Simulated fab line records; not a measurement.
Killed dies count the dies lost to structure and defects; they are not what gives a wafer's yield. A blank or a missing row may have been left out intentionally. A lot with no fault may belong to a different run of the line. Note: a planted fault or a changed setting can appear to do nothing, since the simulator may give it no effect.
fab line records	flow nand-harc
record: lots: 24	wafers: 72	last-day: 33
route steps=1302 shown A_M1@1187 A_BONDPAD@1223
lots that met no fault: from a run of the same line without faults
start-h: hours from the record's first day to the start of the lot's first wafer shown	wait-h: time in hours since the lot's previous step	" repeats the value in the row above	L1.1+2: one row covering several wafers at once	- no value, or no start given	* or withheld: withheld	< > ~ a bound
route shown NAME@n: a module of which the file shows steps, and the number in the route of the first	usual: mean/standard deviation taken from wafers without a fault	same: alike in all rows	chamber/n: place in a boat	sites: readings site by site	_std_site: standard deviation across them	_edge_site: inner sites' mean taken away from outer sites' mean	radius-mm: for every site, how far away it sits from the centre of the wafer	mask NAME#n: copy n	behind: the last tool/chamber to shape the wafer	hold: cause of the lot's hold/its duration in hours/its outcome	device: names the non-switching transistor (n, p or np)	end of line: tests run on the same wafers once the route is complete	a step given without rows: its recipe and nothing more	killed: dies that structure and defects cost at the first sort, which is not the same as the wafer's yield	map: a wafer's dies, x killed, . not, _ none there
set.NAME: the setting the step ran with; set.NAME@STEP: the setting that earlier step ran with	model.NAME: the simulator's own value behind a step, which no gauge read
a sample of lots followed through the steps of the route, with each step as a table and each wafer as a row
services: when a tool's chamber went out of use (start-h, in hours from the record's first day, below 0 if earlier), for how many hours, and the reason
== steps ==
step: NHARC_A_M1_ETCH_28
recipe: target-depth-a: 300	over-etch-frac: 0.3	time-s: 72.99	ion-energy-ev: 150	cf4-flow-sccm: 50	n2-flow-sccm: 100	ar-flow-sccm: 150	rf-w: 300	bias-w: 100	chemistry: CF4/N2
usual: drypump-motor-current-A: 5.9/0.54	oes-product-au: 0.999/0.0074	rf-vpp-V: 314.7/2.1	showerhead-plenum-p-Torr: 2.66/0.12	throttle-valve-pct: 19.795/0.0095
lot.wafer	tool	chamber	start-h	wait-h	drypump-motor-current-A	oes-product-au	rf-hours-counter-h	rf-vpp-V	showerhead-plenum-p-Torr	throttle-valve-pct
L074.2	rie-diel-04	2	-	-	6.3	1.003	8.5	317.2	2.81	19.807
L074.4	"	3	"	"	6.6	1.005	7.2	311.4	2.55	19.790
L074.5	"	0	"	"	5.5	0.998	-	315.2	2.74	19.796
L075.2	rie-diel-05	1	-	-	6.4	0.991	3.5	317.0	2.78	19.785
L075.3	"	3	"	"	5.5	0.997	3.3	315.6	2.67	19.799
L075.6	"	2	"	"	6.0	0.995	-	312.0	2.46	19.793
L076.3	rie-diel-09	0	-	-	5.7	0.999	2.2	317.2	2.81	19.769
L076.2	"	1	"	"	6.7	1.003	2.4	313.5	2.53	19.797
L076.1	"	2	"	"	6.1	1.013	2.2	314.3	2.63	19.781
L077.1	rie-diel-05	3	-	-	5.5	0.999	4.3	313.8	2.67	19.779
L077.2	"	0	"	"	4.9	0.986	4.6	314.5	2.57	19.802
L077.5	"	1	"	"	6.4	1.001	-	316.1	2.78	19.775
L078.4	rie-diel-05	2	-	-	6.0	0.997	5.0	311.6	2.46	19.805
L078.3	"	3	"	"	5.5	0.986	4.4	313.9	2.67	19.806
L078.6	"	1	"	"	6.5	0.988	-	316.8	2.78	19.792
L080.3	rie-diel-05	3	-	-	5.5	0.998	4.5	314.2	2.67	19.808
L080.1	"	0	"	"	4.9	0.996	4.8	312.5	2.57	19.791
L080.5	"	2	"	"	6.0	1.007	-	311.0	2.46	19.798
L079.1	rie-diel-04	2	-	-	6.3	1.000	2.5	318.5	2.81	19.800
L079.3	"	3	"	"	6.7	1.002	2.7	313.4	2.55	19.805
L079.4	"	1	"	"	5.4	1.000	2.0	313.7	2.64	19.780
L081.3	rie-diel-04	2	-	-	6.3	0.996	3.8	317.8	2.81	19.807
L081.5	"	0	"	"	5.5	0.998	-	315.1	2.74	19.799
L081.6	"	1	"	"	5.4	1.005	-	314.5	2.64	19.794
L083.3	rie-diel-04	1	-	-	5.4	1.004	3.3	313.5	2.64	19.803
L083.4	"	3	"	"	6.6	0.995	3.9	313.1	2.55	19.785
L083.2	"	0	"	"	5.4	0.993	3.3	316.8	2.74	19.797
L082.4	rie-diel-09	3	-	-	6.2	1.005	4.3	315.4	2.77	19.804
L082.3	"	0	"	"	5.7	0.999	5.1	317.3	2.81	19.772
L082.6	"	2	"	"	6.2	1.011	-	313.2	2.63	19.788
L085.4	rie-diel-04	2	-	-	6.4	0.993	5.3	317.0	2.81	19.798
L085.1	"	1	"	"	5.4	1.005	4.5	315.1	2.64	19.785
L085.6	"	2	"	"	6.3	0.992	-	317.8	2.81	19.796
L084.1	rie-diel-05	1	-	-	6.4	0.996	1.6	318.5	2.77	19.809
L084.6	"	2	"	"	6.0	1.005	-	311.5	2.46	19.787
L084.5	"	3	"	"	5.5	1.003	-	313.7	2.67	19.800
L086.3	rie-diel-05	2	-	-	6.0	1.005	1.8	311.3	2.46	19.801
L086.4	"	3	"	"	5.5	1.001	1.9	314.9	2.67	19.795
L086.6	"	2	"	"	6.0	0.992	-	311.0	2.46	19.791
L087.3	rie-diel-05	0	-	-	4.9	1.006	2.3	314.3	2.57	19.793
L087.4	"	1	"	"	6.4	1.008	2.2	317.5	2.77	19.810
L087.6	"	1	"	"	6.4	1.002	-	315.8	2.77	19.794
L088.2	rie-diel-04	1	-	-	5.4	1.006	6.5	314.3	2.64	19.794
L088.3	"	2	"	"	6.3	0.997	7.2	317.4	2.81	19.787
L088.5	"	1	"	"	5.4	1.004	-	314.3	2.64	19.788
L089.3	rie-diel-04	0	-	-	5.4	0.984	6.6	315.9	2.74	19.804
L089.6	"	2	"	"	6.3	0.992	-	318.4	2.81	19.803
L089.5	"	3	"	"	6.7	0.993	-	311.1	2.55	19.795
L091.2	rie-diel-05	2	-	-	6.0	1.000	3.1	312.6	2.46	19.798
L091.6	"	1	"	"	6.4	1.001	-	316.4	2.77	19.792
L091.5	"	2	"	"	6.0	1.009	-	310.5	2.46	19.796
L090.2	rie-diel-05	3	-	-	5.5	0.995	3.3	315.4	2.67	19.805
L090.5	"	2	"	"	6.0	0.982	-	312.0	2.46	19.783
L090.6	"	3	"	"	5.5	1.000	-	315.8	2.67	19.796
L092.4	rie-diel-09	2	-	-	6.1	0.997	2.2	315.9	2.63	19.806
L092.2	"	3	"	"	6.2	1.012	1.8	317.1	2.76	19.784
L092.5	"	3	"	"	6.2	1.010	-	317.6	2.76	19.792
L093.2	rie-diel-04	2	-	-	6.3	0.993	0.1	317.1	2.81	19.791
L093.1	"	0	"	"	5.5	0.997	0.2	314.8	2.74	19.800
L093.5	"	2	"	"	6.3	1.006	-	318.4	2.81	19.795
L096.2	rie-diel-09	0	-	-	5.7	1.014	1.9	317.0	2.81	19.795
L096.4	"	1	"	"	6.7	1.005	2.2	311.9	2.52	19.795
L096.1	"	2	"	"	6.1	1.001	2.4	313.7	2.63	19.796
L095.5	rie-diel-05	2	-	-	6.0	0.994	-	312.5	2.46	19.792
L095.4	"	0	"	"	4.9	0.997	-	312.8	2.56	19.801
L095.6	"	1	"	"	6.4	0.993	-	317.7	2.77	19.776
L097.3	rie-diel-04	2	-	-	6.3	0.992	1.6	316.5	2.81	19.793
L097.1	"	1	"	"	5.4	0.990	1.5	315.2	2.64	19.811
L097.5	"	2	"	"	6.3	0.997	-	318.3	2.81	19.784
L094.3	rie-diel-09	0	-	-	5.7	0.997	4.0	315.8	2.80	19.799
L094.1	"	1	"	"	6.7	0.991	3.8	313.0	2.52	19.784
L094.5	"	3	"	"	6.2	1.006	-	316.4	2.76	19.791
step: NHARC_A_M1_PVD_21
recipe: target-thk-a: 300	chamber-pressure-pa: 5	power-w: 5000	substrate-temp-c: 30	time-s: 20.49	material: Cu
usual: throttle-valve-pct: 30.1/0.82
lot.wafer	tool	chamber	start-h	wait-h	throttle-valve-pct
L074.4	pvd-sputter-03	-	-	-	30.0
L074.2	"	-	"	"	30.3
L074.5	"	-	"	"	29.8
L075.2	pvd-sputter-01	-	-	-	29.9
L075.3	"	-	"	"	31.1
L075.6	"	-	"	"	29.9
L076.1	pvd-sputter-03	-	-	-	29.0
L076.2	"	-	"	"	28.6
L076.3	"	-	"	"	29.9
L077.2	pvd-sputter-01	-	-	-	31.1
L077.1	"	-	"	"	30.3
L077.5	"	-	"	"	29.8
L078.3	pvd-sputter-02	-	-	-	31.0
L078.4	"	-	"	"	30.5
L078.6	"	-	"	"	28.7
L080.1	pvd-sputter-03	-	-	-	28.7
L080.3	"	-	"	"	28.1
L080.5	"	-	"	"	28.3
L079.3	pvd-sputter-03	-	-	-	28.2
L079.4	"	-	"	"	29.8
L079.1	"	-	"	"	30.6
L081.3	pvd-sputter-01	-	-	-	29.8
L081.5	"	-	"	"	30.2
L081.6	"	-	"	"	31.0
L083.3	pvd-sputter-02	-	-	-	28.7
L083.4	"	-	"	"	30.9
L083.2	"	-	"	"	31.1
L082.3	pvd-sputter-02	-	-	-	30.9
L082.4	"	-	"	"	31.0
L082.6	"	-	"	"	30.6
L085.1	pvd-sputter-03	-	-	-	30.6
L085.4	"	-	"	"	29.1
L085.6	"	-	"	"	30.9
L084.1	pvd-sputter-01	-	-	-	30.2
L084.5	"	-	"	"	29.7
L084.6	"	-	"	"	30.9
L086.4	pvd-sputter-03	-	-	-	30.5
L086.3	"	-	"	"	27.8
L086.6	"	-	"	"	29.5
L087.4	pvd-sputter-01	-	-	-	30.2
L087.3	"	-	"	"	29.9
L087.6	"	-	"	"	29.8
L088.3	pvd-sputter-02	-	-	-	30.6
L088.2	"	-	"	"	31.0
L088.5	"	-	"	"	30.2
L089.3	pvd-sputter-02	-	-	-	30.5
L089.5	"	-	"	"	30.5
L089.6	"	-	"	"	30.9
L091.2	pvd-sputter-01	-	-	-	29.9
L091.6	"	-	"	"	29.9
L091.5	"	-	"	"	30.9
L090.2	pvd-sputter-01	-	-	-	30.2
L090.5	"	-	"	"	30.0
L090.6	"	-	"	"	30.2
L092.4	pvd-sputter-03	-	-	-	28.0
L092.2	"	-	"	"	30.5
L092.5	"	-	"	"	29.8
L093.1	pvd-sputter-01	-	-	-	30.3
L093.2	"	-	"	"	30.3
L093.5	"	-	"	"	30.9
L096.4	pvd-sputter-02	-	-	-	30.5
L096.1	"	-	"	"	31.2
L096.2	"	-	"	"	29.8
L095.4	pvd-sputter-01	-	-	-	30.2
L095.6	"	-	"	"	30.8
L095.5	"	-	"	"	30.2
L097.1	pvd-sputter-02	-	-	-	29.7
L097.3	"	-	"	"	30.4
L097.5	"	-	"	"	30.4
L094.3	pvd-sputter-01	-	-	-	30.3
L094.1	"	-	"	"	30.8
L094.5	"	-	"	"	30.4
step: NHARC_A_M1_ANNEAL_31
recipe: temp-c: 225	time-s: 90
usual: wafer_temp_C_max: 225.96/0.28
lot.wafer	tool	chamber	start-h	wait-h	wafer_temp_C_max
L074.2	rtp-anneal-01	0	528.34	-	226.00
L074.4	"	0	"	"	226.01
L074.5	"	0	"	"	226.15
L075.2	rtp-anneal-01	0	529.39	0.4	225.85
L075.3	"	0	"	"	226.31
L075.6	"	0	"	"	226.34
L076.1	rtp-anneal-01	0	544.07	0.3	226.11
L076.2	"	0	"	"	225.80
L076.3	"	0	"	"	225.85
L077.1	rtp-anneal-02	0	562.88	0.3	225.81
L077.2	"	0	"	"	225.78
L077.5	"	0	"	"	225.71
L078.3	rtp-anneal-02	0	568.78	0.3	225.58
L078.4	"	0	"	"	226.09
L078.6	"	0	"	"	225.75
L080.1	rtp-anneal-02	0	575.08	0.4	226.18
L080.3	"	0	"	"	225.83
L080.5	"	0	"	"	225.91
L079.1	rtp-anneal-01	0	583.83	-	225.76
L079.3	"	0	"	"	226.14
L079.4	"	0	"	"	226.39
L081.3	rtp-anneal-01	0	609.31	0.3	226.15
L081.5	"	0	"	"	226.00
L081.6	"	0	"	"	226.39
L083.2	rtp-anneal-02	0	610.09	-	225.72
L083.3	"	0	"	"	225.94
L083.4	"	0	"	"	225.71
L082.3	rtp-anneal-01	0	618.33	0.3	225.96
L082.4	"	0	"	"	225.99
L082.6	"	0	"	"	226.09
L085.1	rtp-anneal-02	0	644.76	-	225.53
L085.4	"	0	"	"	225.93
L085.6	"	0	"	"	225.86
L084.1	rtp-anneal-01	0	645.94	0.3	225.94
L084.5	"	0	"	"	226.33
L084.6	"	0	"	"	225.88
L086.3	rtp-anneal-02	0	652.29	-	225.72
L086.4	"	0	"	"	225.82
L086.6	"	0	"	"	225.94
L087.3	rtp-anneal-02	0	662.20	-	225.95
L087.4	"	0	"	"	225.75
L087.6	"	0	"	"	225.71
L088.2	rtp-anneal-01	0	667.82	0.9	225.92
L088.3	"	0	"	"	226.07
L088.5	"	0	"	"	226.19
L089.3	rtp-anneal-02	0	668.10	0.3	226.01
L089.5	"	0	"	"	225.49
L089.6	"	0	"	"	225.60
L091.2	rtp-anneal-02	0	694.65	0.4	226.07
L091.5	"	0	"	"	226.17
L091.6	"	0	"	"	226.01
L090.2	rtp-anneal-02	0	701.38	0.4	225.79
L090.5	"	0	"	"	225.74
L090.6	"	0	"	"	225.78
L092.2	rtp-anneal-01	0	720.93	0.4	225.89
L092.4	"	0	"	"	225.71
L092.5	"	0	"	"	226.41
L093.1	rtp-anneal-01	0	724.42	0.3	225.76
L093.2	"	0	"	"	226.39
L093.5	"	0	"	"	225.95
L096.1	rtp-anneal-02	0	739.14	0.3	225.63
L096.2	"	0	"	"	225.94
L096.4	"	0	"	"	225.70
L095.4	rtp-anneal-02	0	741.47	0.3	226.02
L095.5	"	0	"	"	225.87
L095.6	"	0	"	"	225.92
L097.1	rtp-anneal-01	0	745.92	-	226.02
L097.3	"	0	"	"	226.29
L097.5	"	0	"	"	226.03
L094.1	rtp-anneal-01	0	748.06	-	226.27
L094.3	"	0	"	"	225.89
L094.5	"	0	"	"	226.11
step: NHARC_A_BONDPAD_ETCH_24
recipe: target-depth-a: 300	over-etch-frac: 0.3	time-s: 72.99	ion-energy-ev: 150	cf4-flow-sccm: 50	n2-flow-sccm: 100	ar-flow-sccm: 150	rf-w: 300	bias-w: 100	chemistry: CF4/N2
usual: drypump-motor-current-A: 5.7/0.49	oes-product-au: 1.000/0.0079	rf-vpp-V: 314.3/1.7	showerhead-plenum-p-Torr: 2.64/0.093	throttle-valve-pct: 19.794/0.0085
lot.wafer	tool	chamber	start-h	wait-h	drypump-motor-current-A	oes-product-au	rf-hours-counter-h	rf-vpp-V	showerhead-plenum-p-Torr	throttle-valve-pct
L074.4	rie-diel-07	0	-	-	4.8	1.012	1	314.3	2.63	19.799
L074.2	"	1	"	"	6.0	0.995	1	316.9	2.79	19.786
L074.5	"	3	"	"	6.1	1.013	-	313.0	2.54	19.781
L075.2	rie-diel-11	2	-	-	5.5	1.002	16	315.1	2.67	19.801
L075.3	"	3	"	"	6.6	0.989	14	310.8	2.48	19.800
L075.6	"	3	"	"	6.6	0.996	-	311.4	2.48	19.804
L076.2	rie-diel-11	1	-	-	5.5	0.993	22	314.7	2.65	19.797
L076.1	"	3	"	"	6.6	1.000	18	311.8	2.48	19.802
L076.3	"	0	"	"	5.2	1.008	20	314.7	2.72	19.803
L077.2	rie-diel-07	0	-	-	4.8	1.021	2	312.9	2.63	19.801
L077.1	"	1	"	"	5.9	0.995	2	317.0	2.79	19.779
L077.5	"	3	"	"	6.0	0.996	-	311.3	2.54	19.800
L078.4	rie-diel-11	2	-	-	5.5	1.009	23	314.9	2.66	19.806
L078.3	"	0	"	"	5.2	1.011	23	315.8	2.72	19.804
L078.6	"	3	"	"	6.5	0.994	-	311.4	2.48	19.799
L080.3	rie-diel-07	0	-	-	4.8	1.005	3	313.9	2.63	19.785
L080.1	"	2	"	"	6.0	1.007	2	316.0	2.68	19.788
L080.5	"	3	"	"	6.1	0.997	-	312.6	2.54	19.795
L079.1	rie-diel-07	2	-	-	5.9	1.005	3	314.3	2.68	19.781
L079.4	"	0	"	"	4.8	1.010	3	313.2	2.63	19.803
L079.3	"	1	"	"	5.9	0.993	3	316.9	2.79	19.801
L081.3	rie-diel-03	1	-	-	5.6	1.011	50	315.3	2.69	19.797
L081.6	"	3	"	"	6.2	1.004	-	316.8	2.76	19.797
L081.5	"	0	"	"	5.7	0.997	-	312.3	2.53	19.790
L083.2	rie-diel-07	1	-	-	6.0	1.002	4	316.0	2.79	19.789
L083.4	"	2	"	"	5.9	1.004	3	315.9	2.68	19.799
L083.3	"	3	"	"	6.1	1.008	4	313.4	2.54	19.780
L082.3	rie-diel-07	3	621.79	0.2	6.1	1.001	4	313.4	2.54	19.800
L082.4	"	2	"	"	5.9	1.018	-	314.9	2.68	19.798
L082.6	"	3	"	"	6.1	0.998	-	312.1	2.54	19.797
L085.1	rie-diel-03	3	648.32	0.2	6.2	1.013	0	317.3	2.76	19.794
L085.4	"	0	"	"	5.7	1.005	-	313.3	2.53	19.795
L085.6	"	2	"	"	6.4	1.004	-	311.6	2.49	19.803
L084.1	rie-diel-11	2	-	-	5.5	1.009	7	313.9	2.66	19.783
L084.6	"	1	"	"	5.5	1.002	-	315.1	2.64	19.786
L084.5	"	2	"	"	5.5	1.005	-	313.5	2.66	19.821
L086.4	rie-diel-11	2	-	-	5.4	1.003	8	314.6	2.66	19.792
L086.3	"	0	"	"	5.2	1.002	7	315.4	2.72	19.780
L086.6	"	2	"	"	5.4	1.000	-	314.9	2.66	19.791
L087.4	rie-diel-11	3	-	-	6.5	0.997	8	310.6	2.47	19.800
L087.3	"	0	"	"	5.2	0.998	8	316.1	2.72	19.791
L087.6	"	1	"	"	5.5	0.988	-	314.4	2.64	19.789
L088.3	rie-diel-07	1	-	-	6.0	1.002	1	318.6	2.79	19.804
L088.2	"	3	"	"	6.1	0.995	0	313.7	2.54	19.788
L088.5	"	1	"	"	5.9	0.989	-	315.4	2.79	19.787
L089.3	rie-diel-11	0	-	-	5.2	1.003	8	315.8	2.72	19.788
L089.6	"	1	"	"	5.4	0.997	-	315.6	2.64	19.798
L089.5	"	2	"	"	5.5	1.003	-	315.4	2.66	19.793
L091.2	rie-diel-11	0	-	-	5.2	1.000	13	314.6	2.71	19.803
L091.5	"	1	"	"	5.4	1.000	-	314.8	2.64	19.797
L091.6	"	2	"	"	5.5	1.005	-	314.7	2.65	19.790
L090.2	rie-diel-07	2	-	-	5.9	1.000	1	313.9	2.67	19.802
L090.5	"	2	"	"	6.0	0.994	-	314.1	2.67	19.809
L090.6	"	3	"	"	6.1	0.983	-	312.2	2.54	19.795
L092.4	rie-diel-07	3	-	-	6.1	0.991	2	313.2	2.54	19.788
L092.2	"	0	"	"	4.8	1.012	2	313.2	2.63	19.795
L092.5	"	3	"	"	6.0	0.998	-	312.2	2.54	19.791
L093.1	rie-diel-07	0	-	-	4.8	0.998	2	314.8	2.63	19.791
L093.2	"	1	"	"	5.9	0.992	3	316.4	2.79	19.798
L093.5	"	0	"	"	4.8	1.003	-	312.0	2.63	19.801
L096.2	rie-diel-07	2	-	-	5.9	0.990	3	314.5	2.67	19.805
L096.4	"	3	"	"	6.1	0.985	3	313.9	2.54	19.771
L096.1	"	0	"	"	4.8	0.993	3	314.2	2.63	19.790
L095.4	rie-diel-03	3	-	-	6.2	0.999	34	316.1	2.75	19.781
L095.5	"	1	"	"	5.6	1.003	-	314.8	2.67	19.796
L095.6	"	2	"	"	6.4	1.004	-	310.9	2.48	19.792
L097.3	rie-diel-07	0	-	-	4.8	0.994	3	314.3	2.63	19.794
L097.1	"	1	"	"	5.9	0.998	3	317.2	2.79	19.798
L097.5	"	2	"	"	6.0	0.993	-	314.6	2.67	19.796
L094.1	rie-diel-07	3	-	-	6.0	0.995	3	313.6	2.54	19.788
L094.3	"	1	"	"	6.0	0.994	3	315.7	2.79	19.797
L094.5	"	3	"	"	6.0	0.994	-	313.2	2.54	19.770
step: NHARC_A_BONDPAD_DEGAS_25
recipe: temp-c: 300	time-s: 60
usual: heater-power-w: 468/54
lot.wafer	tool	chamber	start-h	wait-h	heater-power-w
L074.2	pvd-sputter-02	-	532.30	-	391
L074.4	"	-	"	"	460
L074.5	"	-	"	"	452
L075.2	pvd-sputter-01	-	533.21	-	454
L075.3	"	-	"	"	477
L075.6	"	-	"	"	440
L076.2	pvd-sputter-03	-	547.99	-	439
L076.3	"	-	"	"	532
L076.1	"	-	"	"	377
L077.2	pvd-sputter-01	-	567.34	-	441
L077.1	"	-	"	"	420
L077.5	"	-	"	"	452
L078.3	pvd-sputter-02	-	572.58	-	438
L078.4	"	-	"	"	458
L078.6	"	-	"	"	393
L080.1	pvd-sputter-01	-	579.02	-	428
L080.3	"	-	"	"	448
L080.5	"	-	"	"	472
L079.1	pvd-sputter-03	-	587.72	-	398
L079.3	"	-	"	"	463
L079.4	"	-	"	"	493
L081.3	pvd-sputter-03	-	613.01	-	487
L081.5	"	-	"	"	456
L081.6	"	-	"	"	500
L083.2	pvd-sputter-03	-	613.89	-	460
L083.3	"	-	"	"	476
L083.4	"	-	"	"	526
L082.3	pvd-sputter-03	-	622.23	-	481
L082.4	"	-	"	"	380
L082.6	"	-	"	"	477
L085.1	pvd-sputter-02	-	648.71	-	464
L085.4	"	-	"	"	592
L085.6	"	-	"	"	456
L084.1	pvd-sputter-02	-	649.94	-	471
L084.6	"	-	"	"	462
L084.5	"	-	"	"	465
L086.4	pvd-sputter-03	-	656.10	-	380
L086.3	"	-	"	"	456
L086.6	"	-	"	"	483
L087.3	pvd-sputter-02	-	665.99	-	416
L087.4	"	-	"	"	589
L087.6	"	-	"	"	413
L088.2	pvd-sputter-02	-	671.68	-	466
L088.3	"	-	"	"	433
L088.5	"	-	"	"	407
L089.3	pvd-sputter-03	-	671.90	-	390
L089.5	"	-	"	"	384
L089.6	"	-	"	"	475
L091.2	pvd-sputter-02	-	698.50	-	472
L091.6	"	-	"	"	459
L091.5	"	-	"	"	474
L090.2	pvd-sputter-02	-	705.10	-	407
L090.6	"	-	"	"	464
L090.5	"	-	"	"	465
L092.4	pvd-sputter-02	-	724.79	-	422
L092.2	"	-	"	"	590
L092.5	"	-	"	"	465
L093.1	pvd-sputter-02	-	728.19	-	567
L093.2	"	-	"	"	419
L093.5	"	-	"	"	572
L096.1	pvd-sputter-02	-	743.04	-	475
L096.4	"	-	"	"	557
L096.2	"	-	"	"	475
L095.4	pvd-sputter-01	-	745.22	-	509
L095.5	"	-	"	"	413
L095.6	"	-	"	"	478
L097.1	pvd-sputter-03	-	749.80	-	429
L097.3	"	-	"	"	509
L097.5	"	-	"	"	476
L094.3	pvd-sputter-02	-	751.82	-	453
L094.1	"	-	"	"	458
L094.5	"	-	"	"	416
step: NHARC_A_BONDPAD_PVD_27
recipe: target-thk-a: 300	chamber-pressure-pa: 5	power-w: 5000	substrate-temp-c: 30	time-s: 20.49	material: Cu
usual: throttle-valve-pct: 30.1/0.85
lot.wafer	tool	chamber	start-h	wait-h	throttle-valve-pct
L074.2	pvd-sputter-02	-	-	-	31.0
L074.4	"	-	"	"	28.7
L074.5	"	-	"	"	31.2
L075.3	pvd-sputter-01	-	-	-	29.9
L075.2	"	-	"	"	31.1
L075.6	"	-	"	"	30.4
L076.2	pvd-sputter-03	-	-	-	29.9
L076.1	"	-	"	"	28.9
L076.3	"	-	"	"	28.6
L077.1	pvd-sputter-01	-	-	-	30.2
L077.2	"	-	"	"	31.0
L077.5	"	-	"	"	29.9
L078.4	pvd-sputter-02	-	-	-	31.1
L078.3	"	-	"	"	28.9
L078.6	"	-	"	"	31.2
L080.3	pvd-sputter-01	-	-	-	30.3
L080.1	"	-	"	"	29.9
L080.5	"	-	"	"	30.8
L079.3	pvd-sputter-03	-	-	-	29.9
L079.1	"	-	"	"	30.8
L079.4	"	-	"	"	29.2
L081.3	pvd-sputter-03	-	-	-	29.0
L081.6	"	-	"	"	29.6
L081.5	"	-	"	"	30.7
L083.4	pvd-sputter-03	-	-	-	29.6
L083.3	"	-	"	"	30.8
L083.2	"	-	"	"	28.9
L082.4	pvd-sputter-03	-	-	-	29.6
L082.3	"	-	"	"	30.7
L082.6	"	-	"	"	30.9
L085.1	pvd-sputter-02	-	-	-	30.7
L085.4	"	-	"	"	29.7
L085.6	"	-	"	"	31.1
L084.1	pvd-sputter-02	-	-	-	30.3
L084.6	"	-	"	"	29.6
L084.5	"	-	"	"	30.7
L086.4	pvd-sputter-03	-	-	-	29.1
L086.3	"	-	"	"	28.1
L086.6	"	-	"	"	28.0
L087.4	pvd-sputter-02	-	-	-	30.6
L087.3	"	-	"	"	30.5
L087.6	"	-	"	"	30.5
L088.2	pvd-sputter-02	-	-	-	29.9
L088.3	"	-	"	"	31.2
L088.5	"	-	"	"	30.5
L089.3	pvd-sputter-03	-	-	-	30.6
L089.5	"	-	"	"	28.2
L089.6	"	-	"	"	29.6
L091.2	pvd-sputter-02	-	-	-	30.3
L091.6	"	-	"	"	29.7
L091.5	"	-	"	"	30.2
L090.2	pvd-sputter-02	-	-	-	31.1
L090.5	"	-	"	"	30.7
L090.6	"	-	"	"	31.0
L092.4	pvd-sputter-02	-	-	-	30.2
L092.2	"	-	"	"	30.7
L092.5	"	-	"	"	29.8
L093.1	pvd-sputter-02	-	-	-	30.4
L093.2	"	-	"	"	30.5
L093.5	"	-	"	"	30.2
L096.1	pvd-sputter-02	-	-	-	30.2
L096.4	"	-	"	"	30.9
L096.2	"	-	"	"	29.7
L095.4	pvd-sputter-01	-	-	-	30.2
L095.5	"	-	"	"	31.0
L095.6	"	-	"	"	30.4
L097.1	pvd-sputter-03	-	-	-	28.3
L097.3	"	-	"	"	30.6
L097.5	"	-	"	"	28.9
L094.1	pvd-sputter-02	-	-	-	31.0
L094.3	"	-	"	"	30.5
L094.5	"	-	"	"	30.4
== services ==
tool	chamber	start-h	hours	kind
rie-diel-04	-	531.94	9.0	pm
rie-diel-07	2	533.52	11.6	repair
pvd-sputter-03	-	561.36	10.0	pm
pvd-sputter-03	-	579.22	2.2	repair
pvd-sputter-01	-	582.00	10.0	pm
rie-diel-05	-	583.60	9.0	pm
pvd-sputter-03	-	590.04	2.5	repair
rie-diel-11	-	610.48	9.0	pm
rie-diel-07	0	613.55	8.3	repair
rie-diel-07	1	635.71	15.0	repair
rie-diel-04	1	637.88	5.5	repair
pvd-sputter-02	-	638.00	10.0	pm
rie-diel-07	-	648.22	9.0	pm
pvd-sputter-03	-	672.85	3.6	repair
rie-diel-07	1	675.61	4.2	repair
pvd-sputter-02	-	678.02	1.4	repair
rie-diel-04	-	708.94	9.0	pm
pvd-sputter-01	-	709.06	1.6	repair
rie-diel-07	-	715.73	1.5	repair
pvd-sputter-03	-	724.30	5.8	repair
rie-diel-05	3	724.84	7.4	repair
rie-diel-05	3	738.07	6.0	repair
pvd-sputter-03	-	739.36	10.0	pm
rtp-anneal-02	-	744.25	12.0	pm
== key ==
fault none
